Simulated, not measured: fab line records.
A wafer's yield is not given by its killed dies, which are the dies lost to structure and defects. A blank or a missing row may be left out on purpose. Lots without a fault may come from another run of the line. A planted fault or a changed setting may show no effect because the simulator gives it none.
Which of the tools did it? || flow n5_finfet || Sampling: 10 lots, 30 wafers, 5 of 1938 route steps

## WHAT THE GAUGES READ, wafer by wafer
N5_BEOL_M4_RC_MEAS_101.
{"lot": "L565", "measured": "day 7 18:26", "on": "prober-02", "DIBL_N (mV/V)": "37.9 38.2 37.5", "DIBL_P (mV/V)": "38.3 39.7 38.2", "IOFF_N (nA/um)": "0.19 0.21 0.19", "IOFF_P (nA/um)": "0.27 0.31 0.27", "ION_N (uA/um)": "683 705 688", "ION_P (uA/um)": "472 484 470", "SS_N (mV/dec)": "71.8 71.7 71.7", "SS_P (mV/dec)": "74.1 74.4 74.0", "VT_N (mV)": "247 245 245", "VT_P (mV)": "-245 -244 -246"}
{"lot": "L567", "measured": "day 8 06:11", "on": "prober-01", "DIBL_N (mV/V)": "33.5 37.7 34.6", "DIBL_P (mV/V)": "31.3 36.1 32.5", "IOFF_N (nA/um)": "0.11 0.17 0.13", "IOFF_P (nA/um)": "0.14 0.20 0.15", "ION_N (uA/um)": "649 662 664", "ION_P (uA/um)": "443 455 452", "SS_N (mV/dec)": "70.3 72.0 71.9", "SS_P (mV/dec)": "72.5 73.5 72.4", "VT_N (mV)": "254 253 253", "VT_P (mV)": "-258 -252 -256"}
{"lot": "L568", "measured": "day 8 15:01", "on": "prober-01", "DIBL_N (mV/V)": "34.5 34.5 39.1", "DIBL_P (mV/V)": "36.0 36.8 41.7", "IOFF_N (nA/um)": "0.14 0.14 0.24", "IOFF_P (nA/um)": "0.19 0.20 0.29", "ION_N (uA/um)": "691 673 698", "ION_P (uA/um)": "475 464 470", "SS_N (mV/dec)": "70.4 70.9 71.9", "SS_P (mV/dec)": "73.7 74.3 74.9", "VT_N (mV)": "249 251 242", "VT_P (mV)": "-252 -250 -247"}
{"lot": "L569", "measured": "day 8 18:02", "on": "prober-02", "DIBL_N (mV/V)": "36.8 35.1 34.9", "DIBL_P (mV/V)": "36.4 34.4 34.6", "IOFF_N (nA/um)": "0.15 0.13 0.13", "IOFF_P (nA/um)": "0.20 0.18 0.18", "ION_N (uA/um)": "654 664 668", "ION_P (uA/um)": "452 455 459", "SS_N (mV/dec)": "72.1 70.7 71.4", "SS_P (mV/dec)": "73.0 72.6 73.1", "VT_N (mV)": "254 253 253", "VT_P (mV)": "-254 -253 -253"}
{"lot": "L572", "measured": "day 9 15:16", "on": "prober-02", "DIBL_N (mV/V)": "39.5 39.9 36.4", "DIBL_P (mV/V)": "38.3 38.0 35.1", "IOFF_N (nA/um)": "0.19 0.22 0.16", "IOFF_P (nA/um)": "0.27 0.27 0.22", "ION_N (uA/um)": "675 672 677", "ION_P (uA/um)": "465 460 470", "SS_N (mV/dec)": "72.0 72.6 70.3", "SS_P (mV/dec)": "73.3 73.2 72.6", "VT_N (mV)": "249 247 251", "VT_P (mV)": "-247 -244 -247"}
{"lot": "L579", "measured": "day 12 21:15", "on": "prober-01", "DIBL_N (mV/V)": "37.7 36.4 37.2", "DIBL_P (mV/V)": "35.8 34.5 34.4", "IOFF_N (nA/um)": "0.17 0.15 0.16", "IOFF_P (nA/um)": "0.22 0.19 0.19", "ION_N (uA/um)": "691 675 676", "ION_P (uA/um)": "473 462 460", "SS_N (mV/dec)": "72.6 72.1 72.3", "SS_P (mV/dec)": "73.5 72.9 72.9", "VT_N (mV)": "248 250 251", "VT_P (mV)": "-246 -251 -251"}
{"lot": "L581", "measured": "day 13 07:18", "on": "prober-02", "DIBL_N (mV/V)": "39.3 36.0 36.2", "DIBL_P (mV/V)": "40.2 35.6 36.0", "IOFF_N (nA/um)": "0.22 0.15 0.15", "IOFF_P (nA/um)": "0.29 0.19 0.20", "ION_N (uA/um)": "696 694 686", "ION_P (uA/um)": "484 475 472", "SS_N (mV/dec)": "72.3 70.8 71.5", "SS_P (mV/dec)": "74.4 73.4 73.3", "VT_N (mV)": "246 249 249", "VT_P (mV)": "-245 -251 -252"}
{"lot": "L583", "measured": "day 13 19:43", "on": "prober-02", "DIBL_N (mV/V)": "37.5 39.9 40.5", "DIBL_P (mV/V)": "35.8 38.6 39.5", "IOFF_N (nA/um)": "0.16 0.21 0.24", "IOFF_P (nA/um)": "0.21 0.25 0.27", "ION_N (uA/um)": "694 683 715", "ION_P (uA/um)": "471 462 481", "SS_N (mV/dec)": "71.5 72.6 72.2", "SS_P (mV/dec)": "74.1 74.0 74.0", "VT_N (mV)": "249 245 244", "VT_P (mV)": "-249 -247 -245"}
{"lot": "L582", "measured": "day 14 01:24", "on": "prober-01", "DIBL_N (mV/V)": "38.9 36.9 37.8", "DIBL_P (mV/V)": "37.9 34.5 36.4", "IOFF_N (nA/um)": "0.18 0.15 0.15", "IOFF_P (nA/um)": "0.24 0.19 0.22", "ION_N (uA/um)": "673 673 648", "ION_P (uA/um)": "462 456 451", "SS_N (mV/dec)": "71.4 71.2 72.2", "SS_P (mV/dec)": "74.0 73.6 74.2", "VT_N (mV)": "248 249 253", "VT_P (mV)": "-249 -252 -252"}
{"lot": "L578", "measured": "day 14 08:04", "on": "prober-02", "DIBL_N (mV/V)": "37.1 37.9 36.8", "DIBL_P (mV/V)": "36.4 38.7 35.7", "IOFF_N (nA/um)": "0.16 0.19 0.15", "IOFF_P (nA/um)": "0.20 0.26 0.21", "ION_N (uA/um)": "672 674 676", "ION_P (uA/um)": "461 468 469", "SS_N (mV/dec)": "72.1 71.9 71.6", "SS_P (mV/dec)": "73.9 74.0 73.9", "VT_N (mV)": "255 250 251", "VT_P (mV)": "-252 -248 -250"}

N5_BEOL_M7_CD_MEAS_11: the cd target is 38.5 nm.
{"lot": "L565", "measured": "day 8 20:39", "on": "cd_sem-03", "cd_nm (nm)": "39.1 38.8 38.4"}
{"lot": "L567", "measured": "day 9 05:55", "on": "cd_sem-03", "cd_nm (nm)": "38.2 39.0 37.9"}
{"lot": "L568", "measured": "day 9 14:22", "on": "cd_sem-01", "cd_nm (nm)": "38.7 39.0 39.3"}
{"lot": "L569", "measured": "day 9 16:21", "on": "cd_sem-03", "cd_nm (nm)": "39.2 38.9 38.8"}
{"lot": "L572", "measured": "day 10 07:32", "on": "cd_sem-01", "cd_nm (nm)": "37.1 37.7 36.9"}
{"lot": "L579", "measured": "day 13 21:47", "on": "cd_sem-01", "cd_nm (nm)": "38.8 37.7 38.6"}
{"lot": "L581", "measured": "day 14 07:31", "on": "cd_sem-03", "cd_nm (nm)": "38.5 38.3 39.0"}
{"lot": "L583", "measured": "day 14 17:46", "on": "cd_sem-01", "cd_nm (nm)": "37.9 38.4 38.8"}
{"lot": "L582", "measured": "day 15 04:03", "on": "cd_sem-03", "cd_nm (nm)": "39.6 39.9 39.3"}
{"lot": "L578", "measured": "day 15 07:49", "on": "cd_sem-03", "cd_nm (nm)": "38.9 39.3 38.6"}

## EACH LOT AND THE TOOL THAT RAN IT (in order: tool; ch and the chambers of the sampled wafers; start)
{"lot": "L565", "N5_BEOL_M6_ALD_77": "ald_metal-04 ch 0,1,3, day 8 14:29", "N5_BEOL_M6_SPUTTER_48": "pvd_sputter-02, day 8 16:55", "N5_BEOL_M7_EXPOSE_08": "arfi_scanner-03 ch 0, day 8 20:31"}
{"lot": "L567", "N5_BEOL_M6_ALD_77": "ald_metal-02 ch 0,2, day 9 01:56", "N5_BEOL_M6_SPUTTER_48": "pvd_sputter-03, day 9 02:23", "N5_BEOL_M7_EXPOSE_08": "arfi_scanner-03 ch 0, day 9 05:49"}
{"lot": "L568", "N5_BEOL_M6_ALD_77": "ald_metal-03 ch 0,1,2, day 9 09:44", "N5_BEOL_M6_SPUTTER_48": "pvd_sputter-02, day 9 10:20", "N5_BEOL_M7_EXPOSE_08": "arfi_scanner-01 ch 0, day 9 14:14"}
{"lot": "L569", "N5_BEOL_M6_ALD_77": "ald_metal-02 ch 0,1,2, day 9 11:19", "N5_BEOL_M6_SPUTTER_48": "pvd_sputter-03, day 9 11:46", "N5_BEOL_M7_EXPOSE_08": "arfi_scanner-02 ch 0, day 9 16:13"}
{"lot": "L572", "N5_BEOL_M6_ALD_77": "ald_metal-04 ch 1,2,3, day 10 05:01", "N5_BEOL_M6_SPUTTER_48": "pvd_sputter-02, day 10 05:29", "N5_BEOL_M7_EXPOSE_08": "arfi_scanner-01 ch 0, day 10 07:25"}
{"lot": "L579", "N5_BEOL_M6_ALD_77": "ald_metal-04 ch 2,3, day 13 14:31", "N5_BEOL_M6_SPUTTER_48": "pvd_sputter-02, day 13 15:43", "N5_BEOL_M7_EXPOSE_08": "arfi_scanner-02 ch 0, day 13 21:40"}
{"lot": "L581", "N5_BEOL_M6_ALD_77": "ald_metal-02 ch 0,1,3, day 14 01:08", "N5_BEOL_M6_SPUTTER_48": "pvd_sputter-01, day 14 03:20", "N5_BEOL_M7_EXPOSE_08": "arfi_scanner-02 ch 0, day 14 07:23"}
{"lot": "L583", "N5_BEOL_M6_ALD_77": "ald_metal-04 ch 0,1,3, day 14 12:17", "N5_BEOL_M6_SPUTTER_48": "pvd_sputter-01, day 14 12:52", "N5_BEOL_M7_EXPOSE_08": "arfi_scanner-03 ch 0, day 14 17:39"}
{"lot": "L582", "N5_BEOL_M6_ALD_77": "ald_metal-03 ch 0,1,3, day 14 23:55", "N5_BEOL_M6_SPUTTER_48": "pvd_sputter-02, day 15 01:52", "N5_BEOL_M7_EXPOSE_08": "arfi_scanner-03 ch 0, day 15 03:55"}
{"lot": "L578", "N5_BEOL_M6_ALD_77": "ald_metal-04 ch 1,2,3, day 15 02:44", "N5_BEOL_M6_SPUTTER_48": "pvd_sputter-02, day 15 05:10", "N5_BEOL_M7_EXPOSE_08": "arfi_scanner-03 ch 0, day 15 07:41"}
- N5_BEOL_M6_ALD_77: deposits TaN, target thk 2 nm, pulse time 2 s, purge time 3 s.
- N5_BEOL_M6_SPUTTER_48: material Cu, target thk 10 nm, time 1.667 s.
- N5_BEOL_M7_EXPOSE_08: exposes mask M7.

## AS READ BY THE TOOLS THEMSELVES (means over the sampled wafers that have a number; for cases with no such wafer, the mark the record gives instead)
N5_BEOL_M6_ALD_77.
{"lot": "L565", "tool": "ald_metal-04", "heater_power_w (W)": 415}
{"lot": "L567", "tool": "ald_metal-02", "heater_power_w (W)": 449}
{"lot": "L568", "tool": "ald_metal-03", "heater_power_w (W)": 429}
{"lot": "L569", "tool": "ald_metal-02", "heater_power_w (W)": 437}
{"lot": "L572", "tool": "ald_metal-04", "heater_power_w (W)": 383}
{"lot": "L579", "tool": "ald_metal-04", "heater_power_w (W)": 349}
{"lot": "L581", "tool": "ald_metal-02", "heater_power_w (W)": 385}
{"lot": "L583", "tool": "ald_metal-04", "heater_power_w (W)": 411}
{"lot": "L582", "tool": "ald_metal-03", "heater_power_w (W)": 413}
{"lot": "L578", "tool": "ald_metal-04", "heater_power_w (W)": 382}

N5_BEOL_M6_SPUTTER_48.
{"lot": "L565", "tool": "pvd_sputter-02", "chuck_sensor_temp_C (C)": -15.86, "throttle_valve_pct (%)": 30.2}
{"lot": "L567", "tool": "pvd_sputter-03", "chuck_sensor_temp_C (C)": -15.95, "throttle_valve_pct (%)": 29.3}
{"lot": "L568", "tool": "pvd_sputter-02", "chuck_sensor_temp_C (C)": -15.85, "throttle_valve_pct (%)": 29.6}
{"lot": "L569", "tool": "pvd_sputter-03", "chuck_sensor_temp_C (C)": -16.21, "throttle_valve_pct (%)": 31.0}
{"lot": "L572", "tool": "pvd_sputter-02", "chuck_sensor_temp_C (C)": -15.70, "throttle_valve_pct (%)": 28.9}
{"lot": "L579", "tool": "pvd_sputter-02", "chuck_sensor_temp_C (C)": -16.08, "throttle_valve_pct (%)": 30.1}
{"lot": "L581", "tool": "pvd_sputter-01", "chuck_sensor_temp_C (C)": -15.81, "throttle_valve_pct (%)": 30.5}
{"lot": "L583", "tool": "pvd_sputter-01", "chuck_sensor_temp_C (C)": -15.99, "throttle_valve_pct (%)": 30.1}
{"lot": "L582", "tool": "pvd_sputter-02", "chuck_sensor_temp_C (C)": -15.83, "throttle_valve_pct (%)": 29.2}
{"lot": "L578", "tool": "pvd_sputter-02", "chuck_sensor_temp_C (C)": -15.68, "throttle_valve_pct (%)": 28.8}

N5_BEOL_M7_EXPOSE_08.
{"lot": "L565", "tool": "arfi_scanner-03", "exposure_dose_mJ_cm2": 68.15}
{"lot": "L567", "tool": "arfi_scanner-03", "exposure_dose_mJ_cm2": 68.16}
{"lot": "L568", "tool": "arfi_scanner-01", "exposure_dose_mJ_cm2": 68.30}
{"lot": "L569", "tool": "arfi_scanner-02", "exposure_dose_mJ_cm2": 68.24}
{"lot": "L572", "tool": "arfi_scanner-01", "exposure_dose_mJ_cm2": 67.37}
{"lot": "L579", "tool": "arfi_scanner-02", "exposure_dose_mJ_cm2": 68.37}
{"lot": "L581", "tool": "arfi_scanner-02", "exposure_dose_mJ_cm2": 68.16}
{"lot": "L583", "tool": "arfi_scanner-03", "exposure_dose_mJ_cm2": 68.25}
{"lot": "L582", "tool": "arfi_scanner-03", "exposure_dose_mJ_cm2": 68.11}
{"lot": "L578", "tool": "arfi_scanner-03", "exposure_dose_mJ_cm2": 68.10}

## THE ANSWER, worked out from the rows above alone
Rule: the lots themselves supply what counts as usual. The widest of any qualifying gaps counts: lots, ordered by their means at a reading, are off when they make up no more than a third of the lots, leave a main group of 4 or more, and stand apart from it by 3 or more times the standard deviation of that group's means. If all means in a main group match to the digits the tables above print for the reading, that group is not used. Also off: a lot with no number at a reading for which 4 or more lots have one. Any other lot the step has rows for is counted as sound. Order of review: gauges by route order, followed by the tools' own readings, for which a lot's mean as printed above is used. The first step at which some lot is off is used, and at that step the reading that is off furthest; a lot without a number counts as furthest.
Off: L572 (N5_BEOL_M7_EXPOSE_08, exposure_dose_mJ_cm2). For the main group the mean is 68.20 and the standard deviation 0.086.
If a tool, at that step or one of the process steps before it, ran each lot that is off and ran no sound lot following the first of them, it fits. One fits: N5_BEOL_M7_EXPOSE_08 on arfi_scanner-01. A fault onset in the window from L568 (day 9 14:14, its last sound lot) to L572 (day 10 07:25, its first lot off) fits.
On the lots that are off, the tool's own readings at N5_BEOL_M7_EXPOSE_08 differ by more than 5 times the standard deviation of the sound lots' means, which bears it out; exposure_dose_mJ_cm2 reads 67.37 there versus 68.20 on the sound lots.

## WHAT THE SIMULATOR HAD PUT IN
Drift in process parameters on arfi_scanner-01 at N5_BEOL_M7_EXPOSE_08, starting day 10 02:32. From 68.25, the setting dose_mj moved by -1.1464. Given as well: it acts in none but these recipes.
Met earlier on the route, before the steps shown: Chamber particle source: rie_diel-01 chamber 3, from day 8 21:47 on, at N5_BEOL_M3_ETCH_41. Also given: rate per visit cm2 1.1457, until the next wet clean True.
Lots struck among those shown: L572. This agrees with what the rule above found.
